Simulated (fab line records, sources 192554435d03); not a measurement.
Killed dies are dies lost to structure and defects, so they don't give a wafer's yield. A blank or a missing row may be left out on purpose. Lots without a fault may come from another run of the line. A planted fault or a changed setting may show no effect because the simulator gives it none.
Chamber matching | flow n5_finfet | N5_FIN_SAQP_ETCH_52 on rie_diel-04: 4 sister chambers
The step etches SOC in N2/H2, target depth 100 nm, overetch 20 nm, time 150 s. 8 wafers are shown with their chamber, then 7 later ones without.

WAFERS WITH THEIR CHAMBER
wafer  | chamber | throttle_valve_pct (%) | drypump_motor_current_A (A)
L075.3 | 0       | 17.77                  | 5.5
L084.3 | 0       | 17.80                  | 5.5
L088.6 | 2       | 18.06                  | 5.9
L089.2 | 3       | 17.85                  | 5.7
L089.3 | 1       | 17.53                  | 6.1
L089.6 | 3       | 17.86                  | 5.7
L090.1 | 1       | 17.53                  | 6.1
L090.2 | 2       | 18.07                  | 5.8

WAFERS WITHOUT THEIR CHAMBER
wafer  | throttle_valve_pct (%) | drypump_motor_current_A (A)
L090.3 | 17.88                  | 5.6
L093.1 | 17.84                  | 5.5
L093.3 | 17.55                  | 6.1
L093.5 | 17.89                  | 5.7
L096.2 | 18.06                  | 5.9
L096.4 | 17.89                  | 5.7
L096.6 | 17.56                  | 6.1

WHICH CHAMBER EACH WENT THROUGH
wafer  | from the rows above     | in truth
L090.3 | 3                       | 3
L093.1 | can't be placed: 0 or 3 | 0
L093.3 | 1                       | 1
L093.5 | 3                       | 3
L096.2 | 2                       | 2
L096.4 | 3                       | 3
L096.6 | 1                       | 1
Placed correctly: 6 of 7. Can't be placed from these rows: 1 (the true chamber is among the candidates in 1). Placed wrongly: 0.
How it was worked out, from the rows above alone: a wafer's distance from a chamber is the root of the sum, over the readings, of the square of ((its reading less the chamber's mean) divided by the reading's scatter). The wafer belongs to the nearest chamber; if the next one is less than 2 further off, it can't be placed. A chamber's mean is the mean of its shown wafers. The scatter: the root of (the sum of the squares of (reading less its chamber's mean) over the shown wafers, divided by (wafers less chambers)).
